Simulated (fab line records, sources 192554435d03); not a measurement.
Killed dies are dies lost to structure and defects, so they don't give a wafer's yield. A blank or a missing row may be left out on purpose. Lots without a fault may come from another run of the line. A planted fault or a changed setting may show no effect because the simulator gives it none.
Which tool did it? | flow n5_finfet | 24 lots, 72 wafers sampled, at 5 steps of a route of 1938

WHAT THE GAUGES READ, wafer by wafer
N5_BEOL_M10_CD_MEAS_11: target cd 64.1 nm.
lot  | measured     | on        | cd_nm (nm)
L074 | day 10 09:28 | cd_sem-02 | 63.1 63.0 63.8
L076 | day 11 00:26 | cd_sem-02 | 64.0 63.1 64.5
L075 | day 11 00:41 | cd_sem-02 | 62.9 64.2 62.9
L077 | day 11 20:11 | cd_sem-02 | 64.7 65.3 64.7
L079 | day 11 23:46 | cd_sem-02 | 63.3 64.8 64.7
L078 | day 12 00:23 | cd_sem-03 | 65.2 64.9 64.8
L080 | day 12 02:31 | cd_sem-01 | 64.3 65.2 65.5
L082 | day 12 12:32 | cd_sem-02 | 65.0 64.5 64.7
L081 | day 12 12:43 | cd_sem-03 | 63.5 62.9 63.5
L083 | day 12 17:38 | cd_sem-02 | 63.6 63.4 63.8
L084 | day 13 00:08 | cd_sem-02 | 64.7 65.6 64.5
L085 | day 13 09:05 | cd_sem-02 | 64.5 64.9 64.6
L087 | day 13 16:00 | cd_sem-03 | 64.1 63.7 64.1
L086 | day 13 17:03 | cd_sem-02 | 64.8 64.6 65.4
L090 | day 14 07:56 | cd_sem-03 | 65.1 64.6 64.9
L089 | day 14 08:23 | cd_sem-01 | 62.8 63.5 63.0
L088 | day 14 11:36 | cd_sem-01 | 64.2 64.4 64.6
L093 | day 15 01:10 | cd_sem-01 | 64.0 63.0 64.2
L092 | day 15 01:37 | cd_sem-03 | 63.3 63.1 63.4
L091 | day 15 18:51 | cd_sem-02 | 65.3 64.5 64.8
L094 | day 15 19:49 | cd_sem-01 | 65.3 64.6 64.2
L096 | day 15 21:38 | cd_sem-03 | 64.3 64.0 63.6
L095 | day 16 04:44 | cd_sem-01 | 64.4 64.0 64.9
L097 | day 16 11:17 | cd_sem-02 | 64.7 63.5 63.8

N5_BEOL_M10_THK_MEAS_53: measures by xrf.
lot  | measured     | on            | M10_THK (nm)
L074 | day 10 15:07 | film_metro-02 | 143 138 144
L076 | day 11 05:58 | film_metro-02 | 135 131 135
L075 | day 11 06:35 | film_metro-02 | 135 135 133
L077 | day 12 03:01 | film_metro-02 | 137 139 138
L079 | day 12 04:23 | film_metro-01 | 145 139 141
L078 | day 12 04:39 | film_metro-02 | 142 136 139
L080 | day 12 08:12 | film_metro-01 | 136 135 140
L082 | day 12 19:21 | film_metro-01 | 135 135 135
L081 | day 12 19:14 | film_metro-02 | 139 140 145
L083 | day 12 23:19 | film_metro-01 | 142 143 144
L084 | day 13 04:01 | film_metro-02 | 133 143 142
L085 | day 13 13:26 | film_metro-02 | 138 134 139
L087 | day 13 21:25 | film_metro-02 | 141 140 136
L086 | day 13 23:26 | film_metro-01 | 134 140 140
L090 | day 14 12:08 | film_metro-02 | 144 144 143
L089 | day 14 13:29 | film_metro-02 | 139 141 138
L088 | day 14 16:54 | film_metro-01 | 136 135 139
L093 | day 15 08:19 | film_metro-02 | 139 143 137
L092 | day 15 07:32 | film_metro-01 | 142 136 136
L091 | day 15 23:02 | film_metro-02 | 140 145 143
L094 | day 16 01:21 | film_metro-02 | 136 132 139
L096 | day 16 02:51 | film_metro-02 | 133 138 141
L095 | day 16 11:06 | film_metro-02 | 140 138 138
L097 | day 16 16:24 | film_metro-02 | 135 141 137

N5_BEOL_M10_INSPECT_58: inspects for defects (darkfield).
lot  | measured     | on                | raw_defect_count
L074 | day 10 15:18 | defect_inspect-02 | 36 54 72
L076 | day 11 06:08 | defect_inspect-01 | 40 45 50
L075 | day 11 06:44 | defect_inspect-01 | 77 75 115
L077 | day 12 03:11 | defect_inspect-02 | 74 108 64
L079 | day 12 04:32 | defect_inspect-01 | 87 90 60
L078 | day 12 04:49 | defect_inspect-02 | 81 72 78
L080 | day 12 08:22 | defect_inspect-02 | 42 57 80
L082 | day 12 19:31 | defect_inspect-02 | 42 65 63
L081 | day 12 19:24 | defect_inspect-02 | 53 40 85
L083 | day 12 23:28 | defect_inspect-01 | 88 71 70
L084 | day 13 04:10 | defect_inspect-01 | 71 30 40
L085 | day 13 13:36 | defect_inspect-01 | 65 52 51
L087 | day 13 21:34 | defect_inspect-02 | 100 63 61
L086 | day 13 23:36 | defect_inspect-02 | 68 103 57
L090 | day 14 12:19 | defect_inspect-01 | 57 66 51
L089 | day 14 13:38 | defect_inspect-02 | 81 103 65
L088 | day 14 17:04 | defect_inspect-01 | 69 71 63
L093 | day 15 08:29 | defect_inspect-02 | 85 53 52
L092 | day 15 07:42 | defect_inspect-02 | 61 56 92
L091 | day 15 23:12 | defect_inspect-01 | 59 71 39
L094 | day 16 01:31 | defect_inspect-02 | 39 79 90
L096 | day 16 03:01 | defect_inspect-01 | 71 63 69
L095 | day 16 11:16 | defect_inspect-01 | 53 74 64
L097 | day 16 16:34 | defect_inspect-01 | 46 78 62

WHICH TOOL RAN EACH LOT (tool, then ch and the chambers of the sampled wafers, then the start)
lot  | N5_BEOL_M10_STRIP_67               | N5_BEOL_M10_SURFACE_TREAT_76
L074 | rie_diel-02 ch 0,1,3, day 10 09:47 | pvd_sputter-02, day 10 13:48
L076 | rie_diel-02 ch 0,1,3, day 11 00:46 | pvd_sputter-03, day 11 04:32
L075 | rie_diel-01 ch 0,1,3, day 11 01:00 | pvd_sputter-02, day 11 05:23
L077 | rie_diel-02 ch 0,1,2, day 11 21:44 | pvd_sputter-03, day 12 01:50
L079 | rie_diel-05 ch 0,1,3, day 12 00:20 | pvd_sputter-01, day 12 02:56
L078 | rie_diel-02 ch 0,1,2, day 12 00:43 | pvd_sputter-01, day 12 03:03
L080 | rie_diel-02 ch 0,1,2, day 12 03:56 | pvd_sputter-01, day 12 06:52
L082 | rie_diel-05 ch 0,1, day 12 13:30   | pvd_sputter-02, day 12 18:11
L081 | rie_diel-02 ch 0,1, day 12 13:38   | pvd_sputter-01, day 12 18:04
L083 | rie_diel-01 ch 0,3, day 12 18:03   | pvd_sputter-02, day 12 21:43
L084 | rie_diel-02 ch 0,1,3, day 13 00:28 | pvd_sputter-02, day 13 02:43
L085 | rie_diel-01 ch 0,1,2, day 13 09:24 | pvd_sputter-01, day 13 12:04
L087 | rie_diel-05 ch 0,2,3, day 13 16:20 | pvd_sputter-03, day 13 20:07
L086 | rie_diel-02 ch 1,2,3, day 13 17:22 | pvd_sputter-01, day 13 22:16
L090 | rie_diel-02 ch 0,2,3, day 14 08:16 | pvd_sputter-03, day 14 11:04
L089 | rie_diel-05 ch 2,3, day 14 08:56   | pvd_sputter-01, day 14 12:19
L088 | rie_diel-02 ch 0,1,3, day 14 11:56 | pvd_sputter-02, day 14 15:48
L093 | rie_diel-02 ch 1,2, day 15 01:33   | pvd_sputter-02, day 15 07:01
L092 | rie_diel-05 ch 0,1,3, day 15 01:56 | pvd_sputter-02, day 15 06:24
L091 | rie_diel-05 ch 0,2,3, day 15 19:16 | pvd_sputter-03, day 15 21:40
L094 | rie_diel-05 ch 1,2,3, day 15 20:31 | pvd_sputter-03, day 16 00:19
L096 | rie_diel-05 ch 1,2,3, day 15 21:57 | pvd_sputter-03, day 16 01:14
L095 | rie_diel-02 ch 0,3, day 16 05:17   | pvd_sputter-03, day 16 10:01
L097 | rie_diel-02 ch 0,2, day 16 11:37   | pvd_sputter-02, day 16 14:54
- N5_BEOL_M10_STRIP_67: strips in CF4.
- N5_BEOL_M10_SURFACE_TREAT_76

WHAT THE TOOLS THEMSELVES READ (means of the sampled wafers that have a number; where no wafer has one, the mark that the record gives instead)
N5_BEOL_M10_STRIP_67.
lot  | tool        | chamber_pressure_mTorr (mTorr) | drypump_motor_current_A (A) | oes_product_au (a.u.) | rf_vpp_V (V) | showerhead_plenum_p_Torr (Torr) | throttle_valve_pct (%)
L074 | rie_diel-02 | 50.02                          | 5.7                         | 0.77                  | 270.2        | 1.75                            | 13.71
L076 | rie_diel-02 | 49.98                          | 5.7                         | 0.77                  | 271.0        | 1.75                            | 13.72
L075 | rie_diel-01 | 50.04                          | 6.2                         | 0.86                  | 272.0        | 1.83                            | 13.35
L077 | rie_diel-02 | 50.01                          | 5.6                         | 0.74                  | 271.1        | 1.77                            | 13.77
L079 | rie_diel-05 | 49.99                          | 5.6                         | 0.80                  | 271.9        | 1.81                            | 13.69
L078 | rie_diel-02 | 50.00                          | 5.6                         | 0.73                  | 270.9        | 1.77                            | 13.78
L080 | rie_diel-02 | 50.04                          | 5.6                         | 0.73                  | 270.5        | 1.77                            | 13.77
L082 | rie_diel-05 | 50.07                          | 5.9                         | 0.72                  | 270.6        | 1.77                            | 13.93
L081 | rie_diel-02 | 50.00                          | 5.7                         | 0.71                  | 269.0        | 1.73                            | 13.74
L083 | rie_diel-01 | 49.97                          | 6.1                         | 0.85                  | 271.9        | 1.85                            | 13.58
L084 | rie_diel-02 | 49.96                          | 5.7                         | 0.75                  | 270.1        | 1.75                            | 13.76
L085 | rie_diel-01 | 50.01                          | 6.1                         | 0.82                  | 272.7        | 1.85                            | 13.54
L087 | rie_diel-05 | 49.98                          | 5.9                         | 0.78                  | 270.9        | 1.78                            | 13.63
L086 | rie_diel-02 | 50.00                          | 5.8                         | 0.78                  | 270.1        | 1.75                            | 13.67
L090 | rie_diel-02 | 50.02                          | 5.6                         | 0.77                  | 271.7        | 1.78                            | 13.85
L089 | rie_diel-05 | 50.02                          | 5.8                         | 0.75                  | 271.0        | 1.78                            | 13.63
L088 | rie_diel-02 | 50.03                          | 5.7                         | 0.74                  | 269.5        | 1.74                            | 13.79
L093 | rie_diel-02 | 49.99                          | 5.8                         | 0.73                  | 271.1        | 1.77                            | 13.74
L092 | rie_diel-05 | 49.99                          | 5.6                         | 0.85                  | 270.9        | 1.80                            | 13.55
L091 | rie_diel-05 | 49.99                          | 6.0                         | 0.86                  | 271.0        | 1.77                            | 13.49
L094 | rie_diel-05 | 49.98                          | 5.4                         | 0.93                  | 271.1        | 1.80                            | 13.31
L096 | rie_diel-05 | 50.02                          | 5.4                         | 0.93                  | 271.7        | 1.80                            | 13.33
L095 | rie_diel-02 | 49.96                          | 5.5                         | 0.92                  | 270.7        | 1.77                            | 13.56
L097 | rie_diel-02 | 50.04                          | 5.6                         | 0.82                  | 269.7        | 1.79                            | 13.71

THE ANSWER, worked out from the rows above alone
Rule: what is usual is taken from the lots themselves. Put in order of their means at a reading, lots are off if they are a third of the lots or fewer, leave a main group of 4 or more, and stand apart from it by a gap of 3 or more times the standard deviation of the main group's means; of several such gaps the widest counts. A main group whose means are all the same, to the digits that the tables above print for the reading, isn't used. A lot without any number at a reading at which 4 lots or more have one is off too. The other lots that the step has rows for count as sound. The gauges are gone through in route order, then the tools' own readings, and for those a lot's mean is taken as printed above. The first step at which some lot is off is used, and at that step the reading that is off furthest; a lot without a number counts as furthest.
No lot is off at any reading shown: from this, nothing can be told.

WHAT THE SIMULATOR HAD PUT IN
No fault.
